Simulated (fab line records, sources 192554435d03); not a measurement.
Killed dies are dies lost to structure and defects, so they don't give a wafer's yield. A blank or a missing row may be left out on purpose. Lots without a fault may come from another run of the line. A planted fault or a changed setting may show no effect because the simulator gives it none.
Chamber matching | flow n5_finfet | N5_MOL_CONTACT_COAG_CMP_52 on cmp-04: 4 sister chambers
The step polishes, stops on SiO2, t overpolish 1.5 s, target thk 66.5 nm. 7 wafers are shown with their chamber, then 7 later ones without.

WAFERS WITH THEIR CHAMBER
wafer  | chamber | motor_current_A (A) | slurry_flow_ml_min
L078.4 | 1       | 13.0                | 150.4
L078.6 | 2       | 13.4                | 149.4
L079.6 | 0       | 12.0                | 150.3
L087.5 | 0       | 11.8                | 150.3
L087.6 | 3       | 11.6                | 150.3
L091.3 | 3       | 11.1                | 150.1
L091.4 | 2       | 13.1                | 149.7

WAFERS WITHOUT THEIR CHAMBER
wafer  | motor_current_A (A) | slurry_flow_ml_min
L091.6 | 12.4                | 149.1
L094.1 | 13.4                | 149.9
L094.2 | 10.9                | 150.0
L094.3 | 11.8                | 150.0
L097.3 | 13.6                | 150.3
L097.4 | 12.9                | 150.2
L097.6 | 12.6                | 150.1

WHICH CHAMBER EACH WENT THROUGH
wafer  | from the rows above          | in truth
L091.6 | 2                            | 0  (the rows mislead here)
L094.1 | can't be placed: 2 or 1      | 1
L094.2 | 3                            | 3
L094.3 | can't be placed: 0 or 3      | 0
L097.3 | 1                            | 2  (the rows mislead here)
L097.4 | 1                            | 1
L097.6 | can't be placed: 1 or 0 or 2 | 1
Placed correctly: 2 of 7. Can't be placed from these rows: 3 (the true chamber is among the candidates in 3). Placed wrongly: 2.
How it was worked out, from the rows above alone: a wafer's distance from a chamber is the root of the sum, over the readings, of the square of ((its reading less the chamber's mean) divided by the reading's scatter). The wafer belongs to the nearest chamber; if the next one is less than 2 further off, it can't be placed. A chamber's mean is the mean of its shown wafers. The scatter: the root of (the sum of the squares of (reading less its chamber's mean) over the shown wafers, divided by (wafers less chambers)).
